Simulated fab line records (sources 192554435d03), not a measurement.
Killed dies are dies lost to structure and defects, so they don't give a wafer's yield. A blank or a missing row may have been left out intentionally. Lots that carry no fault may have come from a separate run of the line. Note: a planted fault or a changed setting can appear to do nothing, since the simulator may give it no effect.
A struck lot beside a sound one || flow n5 finfet || 36 steps out of a route of 1938
Sound: the wafers L856.2, L856.3, L856.4. Struck: wafer L849.6 (left out: L849.2, a lot-mate that was not struck); the cause follows at the end.
Per side, at each step with rows, come the tool, then ch with its chambers, and then its first start. Under that, the readings that differ: sound wafers || struck wafers || difference of the means || sigmas: that difference in standard deviations of wafers without a fault.
alike: readings with means less than 2 such deviations apart, plus words and numbers identical on both sides. not compared: withheld readings, readings lacking a value on some wafer, bounds such as >300 that could conceal the same value, and numbers that have no deviation in the record and whose values overlap.
The two part at a step that has a row with sigmas, a row that says differs or no value, or rows on one side only. Non-overlapping numbers with no deviation appear without sigmas and do not part them. A reading that every wafer of one side lacks parts them only if that side has two wafers or more.

first, 8 steps without rows for these wafers: N5_BEOL_M5_ANNEAL_51 (time 90 s); N5_BEOL_M5_CMP_52 (polishes, stops on SiCOH lowk, t overpolish 6.9 s, target thk 62 nm); N5_BEOL_M5_PRE_CLEAN_77 (time 15 s); N5_BEOL_M5_CO_CAP_78 (material Co, precursor CCTBA/H2, target thk 2 nm, time 102.1 s); N5_BEOL_M5_PRE_CLEAN_55 (time 15 s); N5_BEOL_M5_DEP_56 (deposits SiCN from 3MS/NH3, target thk 8 nm, time 14 s); N5_BEOL_M6_ILD_DEP_00 (deposits SiCOH lowk from DEMS/porogen, target thk 179.75 nm, time 33.4 s); N5_BEOL_M6_CURE_74 (cures SiCOH lowk, time 240 s).
N5_BEOL_M6_PECVD_70: deposits SiO2 from TEOS/O2, target thk 20 nm, time 22.7 s.
  sound on pecvd-03 ch 0,2, day 12 02:04; struck on pecvd-01 ch 2, day 10 01:44
{"reading": "model.SiO2_of_BEOL_M6_PECVD_70.thk nm (nm)", "sound": "19.8 19.8 20.2", "struck": 27.2, "difference": "+7.3", "sigmas": ""}
  alike: heater power w, showerhead plenum p Torr, susceptor temp C, throttle valve pct
then, 25 steps without rows for these wafers: N5_BEOL_M6_HM_DEP_02 (deposits TiN, target thk 20 nm); N5_BEOL_M6_COAT_59 (time 60 s, resist thk 100 nm); N5_BEOL_M6_COAT_60 (time 60 s, resist thk 35 nm); N5_BEOL_M6_COAT_05 (resist thk 90 nm); N5_BEOL_M6_EBR_07; N5_BEOL_M6_SOFTBAKE_06 (time 60 s); N5_BEOL_M6_EXPOSE_08 (exposes mask M6); N5_BEOL_M6_PEB_09 (peb time 60 s); N5_BEOL_M6_DEVELOP_10 (develop time 30 s); N5_BEOL_M6_DESCUM_16 (chemistry O2, time 7.9 s); N5_BEOL_M6_ETCH_61 (etches SiARC in CF4, target depth 45.5 nm, time 75.8 s); N5_BEOL_M6_ETCH_62 (etches SOC in N2/H2, target depth 110 nm, overetch 22 nm, time 165 s); N5_BEOL_M6_STRIP_68 (strips in N2/H2); N5_BEOL_M6_STRIP_67 (strips in CF4); N5_BEOL_M6_HM_OPEN_17 (chemistry Cl2/BCl3, target TiN, target depth 20 nm, overetch 6 nm); N5_BEOL_M6_STRIP_19 (strips in O2); N5_BEOL_M6_COAT_63 (time 60 s, resist thk 60 nm); N5_BEOL_M6_COAT_64 (time 60 s, resist thk 12 nm); N5_BEOL_M6_COAT_71 (time 60 s, resist thk 5 nm); N5_BEOL_M6_COAT_22 (resist thk 30 nm); N5_BEOL_M6_EBR_24; N5_BEOL_M6_SOFTBAKE_23 (time 60 s); N5_BEOL_M6_EXPOSE_25 (exposes mask V5, target cd 40 nm); N5_BEOL_M6_PEB_26 (peb time 60 s); N5_BEOL_M6_DEVELOP_27 (develop time 30 s).
N5_BEOL_M6_HM_STRIP_39: strips TiN in peroxide tin strip, target depth 25 nm, time 158 s.
  sound on wet bench-01 ch 0,2,7, day 12 06:38; struck on wet bench-01 ch 1, day 10 04:20
{"reading": "model.SiO2_of_BEOL_M6_PECVD_70.thk nm (nm)", "sound": "19.6 19.6 20", "struck": 27.2, "difference": "+7.5", "sigmas": ""}
N5_BEOL_M6_CMP_52: polishes, stops on SiCOH lowk, t overpolish 6.9 s, target thk 80 nm.
  sound on cmp-02 ch 1,2,3, day 12 09:38; struck on cmp-04 ch 1, day 10 06:21
{"reading": "barrier field endpoint s (s)", "sound": "28.2 27.8 28.1", "struck": 35.2, "difference": "+7.2", "sigmas": "+12"}
  alike: motor current A

WHERE THEY PART
At N5_BEOL_M6_CMP_52 and nowhere else, as far as this record goes.

WHY: whatever the simulator had introduced
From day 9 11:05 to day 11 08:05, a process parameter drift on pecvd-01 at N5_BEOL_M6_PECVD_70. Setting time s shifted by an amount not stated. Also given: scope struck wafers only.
